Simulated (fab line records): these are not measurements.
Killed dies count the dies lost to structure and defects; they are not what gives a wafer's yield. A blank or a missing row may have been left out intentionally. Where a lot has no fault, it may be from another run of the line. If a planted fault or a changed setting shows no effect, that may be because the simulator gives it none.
Struck lot and sound lot, side by side -- flow n5 finfet -- 37 out of 1938 route steps
Sound: the wafers L545.1, L545.3, L545.5. The struck wafers were L556.4, L556.5, L556.6. The cause comes at the end.
At each step with rows: each side's tool, then ch and its chambers, then its first start. Under that, the readings that differ: sound wafers -- struck wafers -- difference of the means -- sigmas: that difference in standard deviations of wafers without a fault.
alike: words and numbers the same on both sides, and readings whose means are apart by under 2 such deviations; not compared: readings that were withheld, readings missing a value for some wafer, numbers with overlapping values and no deviation given by the record, and bounds like >300 which may hide the same value.
Wherever a step has rows on one side only, a row that says differs or no value, or a row with sigmas, the two part there. Numbers that have no deviation but don't overlap get no sigmas and don't part them. Lack of a reading on every wafer of one side parts them only where that side has two or more wafers.

first, 12 steps without rows for these wafers: N5_GATE_CUT_STRIP_39 (strips in N2/H2); N5_GATE_CUT_HM_OPEN_40 (chemistry C4F6/O2, target SiO2, target depth 139 nm, time 85.1 s); N5_GATE_CUT_STRIP_41 (strips in CF4); N5_GATE_CUT_STRIP_42 (strips in O2); N5_GATE_CUT_ETCH_19 (etches SiNx in CH3F/O2, target depth 53.7 nm, time 76.7 s); N5_GATE_CUT_CUT_ETCH_53 (etches W in SF6/Cl2, target depth 79.2 nm); N5_GATE_CUT_CUT_ETCH_54 (etches TiN in Cl2/BCl3, target depth 96.7 nm); N5_GATE_CUT_CUT_ETCH_55 (etches HfO2 in BCl3, target depth 3.2 nm); N5_GATE_CUT_ETCH_47 (etches SiO2 in Cl2/BCl3, target depth 10 nm); N5_GATE_CUT_VAPOR_ETCH_48 (etches TiN in BCl3/Cl2); N5_GATE_CUT_VAPOR_ETCH_49 (etches TiAlC in BCl3/Cl2); N5_GATE_CUT_VAPOR_ETCH_51 (etches HfO2 in BCl3/Cl2).
N5_GATE_CUT_STRIP_21: strips in N2/H2, time 30 s.
  sound on plasma asher-02 ch 1, day 5 21:02; struck on plasma asher-02 ch 0,1, day 8 11:23
  alike: drypump motor current A, heater power w
  not compared: rf hours counter h
then, 23 steps without rows for these wafers: N5_GATE_CUT_STRIP_29 (strips in post etch residue remover, time 60 s); N5_GATE_CUT_SRD_52 (time 30 s); N5_GATE_CUT_ALD_22 (deposits SiNx, target thk 16 nm, pulse time 1 s, ald cycles 320); N5_GATE_CUT_CMP_23 (polishes, stops on SiO2, t overpolish 23.4 s, target thk 16 nm); N5_GATE_CUT_CMP_43 (polishes SiO2); N5_GATE_CUT_CMP_61 (polishes, stops on SiNx, t overpolish 3 s); N5_MOL_CONTACT_COAG_COAT_103 (time 60 s, resist thk 80 nm); N5_MOL_CONTACT_COAG_COAT_104 (time 60 s, resist thk 12 nm); N5_MOL_CONTACT_COAG_COAT_58 (time 60 s, resist thk 10 nm); N5_MOL_CONTACT_COAG_COAT_02 (resist thk 30 nm); N5_MOL_CONTACT_COAG_EBR_04; N5_MOL_CONTACT_COAG_SOFTBAKE_03 (time 60 s); N5_MOL_CONTACT_COAG_EXPOSE_05 (exposes mask CA, defocus 0 nm); N5_MOL_CONTACT_COAG_PEB_06 (peb time 60 s); N5_MOL_CONTACT_COAG_DEVELOP_07 (develop time 30 s); N5_MOL_CONTACT_COAG_DESCUM_13 (chemistry O2, time 7 s); N5_MOL_CONTACT_COAG_ETCH_59 (etches underlayer in N2/H2, target depth 13 nm, time 10.4 s); N5_MOL_CONTACT_COAG_ETCH_105 (etches SiARC in CF4, target depth 15.6 nm, time 26 s); N5_MOL_CONTACT_COAG_ETCH_106 (etches SOC in N2/H2, target depth 80 nm, overetch 16 nm, time 120 s); N5_MOL_CONTACT_COAG_STRIP_107 (strips in N2/H2); N5_MOL_CONTACT_COAG_STRIP_108 (strips in N2/H2); N5_MOL_CONTACT_COAG_CONTACT_ETCH_14 (etches SiO2 in C4F6/O2, target depth 27.5 nm, overetch 8.5 nm, time 20 s); N5_MOL_CONTACT_COAG_STRIP_109 (strips in C4F6/O2).
-- a jump in the record: the struck wafers' starts before and after are 8 days apart (it breaks off in module MOL_CONTACT_COAG and resumes in module PASSIVATION, where the first step shown is number 1936 of the route) --
N5_PASSIVATION_PROBE_49:
  struck on prober-02, day 16 08:33; sound on prober-01, day 13 20:43
reading,sound,struck,difference,sigmas
defect limited yield (%),91.9 92.6 90.9,84.6 85.8 87.1,-6.0,-4
killed at front end,27 28 42,107 118 69,+66,+5
killed dies,95 87 107,182 168 152,+71,+4
killed on rim,8 19 16,25 28 28,+13,+3
sort_bin_5_function (%),4.2 5.2 4.8,8.8 9.4 7.6,+3.9,+4
sort n pass,1085 1093 1073,998 1012 1028,-71,-4
sort yield pct (%),91.9 92.6 90.9,84.6 85.8 87.1,-6.0,-4
  alike: killed_at_M0_to_M3, killed_at_M4_up, killed at contacts, killed at other, killed open, killed short, sort_bin_6_memory

== WHERE THEY PART ==
Only at N5_PASSIVATION_PROBE_49, within this record.

WHY: what the simulator had put in
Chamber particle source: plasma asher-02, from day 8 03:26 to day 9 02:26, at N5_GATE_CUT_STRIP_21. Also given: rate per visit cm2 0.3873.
